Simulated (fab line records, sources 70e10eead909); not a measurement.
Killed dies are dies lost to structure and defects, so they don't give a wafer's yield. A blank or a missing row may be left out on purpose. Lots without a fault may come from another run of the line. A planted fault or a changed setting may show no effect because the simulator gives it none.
Which tool did it? | flow nand_harc | 11 lots, 33 wafers sampled, at 5 steps of a route of 1302

WHAT THE GAUGES READ, wafer by wafer
NHARC_END_SORT_01. Usual: defect_limited_yield 91.1 %, standard deviation 2.7; killed_at_array 55, standard deviation 19; killed_at_other 0.6, standard deviation 0.99; killed_at_periphery 4.2, standard deviation 2.6; killed_dies 60, standard deviation 18; killed_open 3.4, standard deviation 1.7; killed_short 2.3, standard deviation 1.5.
lot  | measured     | on        | defect_limited_yield (%) | killed_at_array | killed_at_other | killed_at_periphery | killed_dies | killed_open | killed_short | flag
L111 | day 24 19:00 | prober-01 | 88.3 89.4 87.9           | 76 68 79        | 0 0 0           | 3 4 3               | 79 72 82    | 3 3 4       | 1 1 4        |
L127 | day 30 23:37 | prober-02 | 95.0 96.3 95.0           | 29 22 28        | 1 0 1           | 4 3 5               | 34 25 34    | 9 4 2       | 6 5 3        |

WHICH TOOL RAN EACH LOT (tool, then ch and the chambers of the sampled wafers, then the start)
lot  | NHARC_P_M1_ANNEAL_31             | NHARC_P_M1_DEP_33               | NHARC_P_M2_ETCH_35                 | NHARC_P_M2_ANNEAL_31
L111 | rtp_anneal-02 ch 0, day 6 23:20  | pecvd-02 ch 0,2, day 7 00:18    | rie_diel-07 ch 1,2, day 7 01:50    | rtp_anneal-01 ch 0, day 7 03:38
L112 | rtp_anneal-01 ch 0, day 7 07:23  | pecvd-01 ch 1, day 7 08:27      | rie_diel-07 ch 0,1,3, day 7 09:55  | rtp_anneal-02 ch 0, day 7 11:35
L114 | rtp_anneal-02 ch 0, day 8 00:04  | pecvd-01 ch 1,2, day 8 00:59    | rie_diel-07 ch 0,2,3, day 8 02:22  | rtp_anneal-02 ch 0, day 8 04:06
L115 | rtp_anneal-01 ch 0, day 8 05:50  | pecvd-01 ch 0,1,2, day 8 06:53  | rie_diel-07 ch 0,1,3, day 8 08:20  | rtp_anneal-02 ch 0, day 8 10:02
L118 | rtp_anneal-02 ch 0, day 9 17:14  | pecvd-02 ch 0,2, day 9 18:09    | rie_diel-07 ch 0,1,2, day 9 19:41  | rtp_anneal-01 ch 0, day 9 21:24
L124 | rtp_anneal-01 ch 0, day 12 09:53 | pecvd-02 ch 0,1, day 12 10:50   | rie_diel-07 ch 1,2, day 12 12:19   | rtp_anneal-01 ch 0, day 12 14:02
L125 | rtp_anneal-02 ch 0, day 12 20:32 | pecvd-01 ch 0,1,2, day 12 21:28 | rie_diel-07 ch 0,1,2, day 12 22:58 | rtp_anneal-01 ch 0, day 13 00:41
L127 | rtp_anneal-02 ch 0, day 13 10:07 | pecvd-02 ch 0,1, day 13 11:05   | rie_diel-13 ch 0,1,2, day 13 12:34 | rtp_anneal-02 ch 0, day 13 14:17
L128 | rtp_anneal-01 ch 0, day 13 17:05 | pecvd-02 ch 0,1, day 13 17:56   | rie_diel-07 ch 0,3, day 13 19:20   | rtp_anneal-01 ch 0, day 13 21:06
L131 | rtp_anneal-01 ch 0, day 15 00:40 | pecvd-01 ch 0,1,2, day 15 01:38 | rie_diel-13 ch 0,2,3, day 15 03:02 | rtp_anneal-02 ch 0, day 15 04:42
L133 | rtp_anneal-02 ch 0, day 16 02:20 | pecvd-01 ch 0,1,2, day 16 03:23 | rie_diel-09 ch 1,2, day 16 04:54   | rtp_anneal-01 ch 0, day 16 06:38
- NHARC_P_M1_ANNEAL_31: time 90 s.
- NHARC_P_M1_DEP_33: deposits SiCN, target thk 30 nm.
- NHARC_P_M2_ETCH_35: etches the open film in N2/H2, target depth 40 nm, overetch 12 nm, time 43.94 s.
- NHARC_P_M2_ANNEAL_31: time 90 s.

WHAT THE TOOLS THEMSELVES READ (means of the sampled wafers that have a number; where no wafer has one, the mark that the record gives instead)
NHARC_P_M1_ANNEAL_31. Usual: anneal_temp_c 224.99 C, standard deviation 0.18; anneal_temp_c_max 226.24, standard deviation 0.27; wafer_temp_C_max 226.0, standard deviation 0.52.
lot  | tool          | anneal_temp_c (C) | anneal_temp_c_max | wafer_temp_C_max | flag
L111 | rtp_anneal-02 | 224.77            | 225.96            | 226.7            |
L112 | rtp_anneal-01 | 225.02            | 226.37            | 225.4            |
L114 | rtp_anneal-02 | 225.12            | 226.26            | 226.1            |
L115 | rtp_anneal-01 | 224.86            | 226.14            | 225.4            |
L118 | rtp_anneal-02 | 224.90            | 226.09            | 226.5            |
L124 | rtp_anneal-01 | 224.92            | 226.23            | 225.5            |
L125 | rtp_anneal-02 | 225.25            | 226.38            | 226.4            |
L127 | rtp_anneal-02 | 224.76            | 225.93            | 226.3            |
L128 | rtp_anneal-01 | 224.96            | 226.26            | 225.4            |
L131 | rtp_anneal-01 | 224.68            | 226.05            | 225.8            |
L133 | rtp_anneal-02 | 225.18            | 226.39            | 226.9            |

NHARC_P_M1_DEP_33. Usual: chamber_pressure_Torr 2.999 Torr, standard deviation 0.007; heater_power_w 621 W, standard deviation 49; rf_fwd_power_W 449.2 W, standard deviation 1.4.
lot  | tool     | chamber_pressure_Torr (Torr) | heater_power_w (W) | rf_fwd_power_W (W) | flag
L111 | pecvd-02 | 3.001                        | 669                | 448.2              |
L112 | pecvd-01 | 3.000                        | 639                | 449.5              |
L114 | pecvd-01 | 2.997                        | 664                | 448.4              |
L115 | pecvd-01 | 2.999                        | 619                | 448.9              |
L118 | pecvd-02 | 3.007                        | 633                | 447.7              |
L124 | pecvd-02 | 2.993                        | 656                | 449.1              |
L125 | pecvd-01 | 3.000                        | 627                | 450.3              |
L127 | pecvd-02 | 2.998                        | 655                | 449.0              |
L128 | pecvd-02 | 3.000                        | 659                | 449.6              |
L131 | pecvd-01 | 2.993                        | 664                | 449.0              |
L133 | pecvd-01 | 2.997                        | 627                | 449.9              |

NHARC_P_M2_ETCH_35. Usual: drypump_motor_current_A 5.7 A, standard deviation 0.54; h2_flow_sccm 150.0 sccm, standard deviation 0.39; oes_product_au 1.005 a.u., standard deviation 0.0098; rf_fwd_power_W 394.7 W, standard deviation 1.6; rf_vpp_V 430.8 V, standard deviation 2.4; run_length_s 65.4 s, standard deviation 0.39; showerhead_plenum_p_Torr 2.05 Torr, standard deviation 0.082; throttle_valve_pct 14.172 %, standard deviation 0.0087.
lot  | tool        | drypump_motor_current_A (A) | h2_flow_sccm (sccm) | oes_product_au (a.u.) | rf_fwd_power_W (W) | rf_vpp_V (V) | run_length_s (s) | showerhead_plenum_p_Torr (Torr) | throttle_valve_pct (%) | flag
L111 | rie_diel-07 | 6.5                         | 149.5               | 1.015                 | 393.6              | 432.4        | 65.5             | 2.11                            | 14.170                 |
L112 | rie_diel-07 | 5.8                         | 149.8               | 1.002                 | 394.3              | 431.0        | 65.2             | 2.05                            | 14.158                 |
L114 | rie_diel-07 | 5.5                         | 150.0               | 1.008                 | 396.5              | 431.1        | 65.3             | 2.02                            | 14.175                 |
L115 | rie_diel-07 | 5.8                         | 149.8               | 1.007                 | -                  | 430.8        | 51.8             | 2.05                            | 14.156                 | OFF
L118 | rie_diel-07 | 5.9                         | 150.0               | 1.015                 | -                  | 431.1        | 51.9             | 2.07                            | 14.169                 | OFF
L124 | rie_diel-07 | 6.2                         | 150.0               | 1.008                 | 395.1              | 430.8        | 65.6             | 2.07                            | 14.175                 |
L125 | rie_diel-07 | 5.9                         | 150.3               | 1.011                 | 394.5              | 431.1        | 65.3             | 2.07                            | 14.169                 |
L127 | rie_diel-13 | 5.6                         | 150.0               | 1.003                 | 393.6              | 431.4        | 65.1             | 2.06                            | 14.174                 |
L128 | rie_diel-07 | 5.2                         | 149.9               | 1.001                 | 394.8              | 429.7        | 64.9             | 2.02                            | 14.169                 |
L131 | rie_diel-13 | 5.4                         | 150.2               | 1.008                 | 393.2              | 430.4        | 65.5             | 2.05                            | 14.177                 |
L133 | rie_diel-09 | 5.7                         | 149.9               | 0.998                 | 395.5              | 426.6        | 65.3             | 1.90                            | 14.175                 |

NHARC_P_M2_ANNEAL_31. Usual: anneal_temp_c 224.97 C, standard deviation 0.18; anneal_temp_c_max 226.24, standard deviation 0.27; wafer_temp_C_max 225.9, standard deviation 0.51.
lot  | tool          | anneal_temp_c (C) | anneal_temp_c_max | wafer_temp_C_max | flag
L111 | rtp_anneal-01 | 225.10            | 226.23            | 225.5            |
L112 | rtp_anneal-02 | 224.79            | 225.91            | 226.4            |
L114 | rtp_anneal-02 | 225.14            | 226.29            | 226.4            |
L115 | rtp_anneal-02 | 224.82            | 225.94            | 226.3            |
L118 | rtp_anneal-01 | 225.13            | 226.34            | 225.8            |
L124 | rtp_anneal-01 | 224.84            | 226.08            | 225.6            |
L125 | rtp_anneal-01 | 224.66            | 225.95            | 225.6            |
L127 | rtp_anneal-02 | 224.97            | 226.09            | 226.7            |
L128 | rtp_anneal-01 | 225.06            | 226.37            | 225.5            |
L131 | rtp_anneal-02 | 225.07            | 226.15            | 226.5            |
L133 | rtp_anneal-01 | 224.92            | 226.35            | 225.3            |

THE ANSWER, worked out from the rows above alone
Rule: a lot is off if the mean of its wafers that have a number lies more than 3 standard deviations from the usual mean. A lot without any number at a reading at which 4 lots or more have one is off too. The other lots that the step has rows for count as sound. The gauges are gone through in route order, then the tools' own readings, and for those a lot's mean is taken as printed above. The first step at which some lot is off is used, and at that step the reading that is off furthest; a lot without a number counts as furthest.
Off: L115, L118, at NHARC_P_M2_ETCH_35 (rf_fwd_power_W). Without a number there: L115, L118.
A tool fits if, at that step or a process step before it, it ran every lot that is off, and no sound lot after the first of them. None of those tried fits.

WHAT THE SIMULATOR HAD PUT IN
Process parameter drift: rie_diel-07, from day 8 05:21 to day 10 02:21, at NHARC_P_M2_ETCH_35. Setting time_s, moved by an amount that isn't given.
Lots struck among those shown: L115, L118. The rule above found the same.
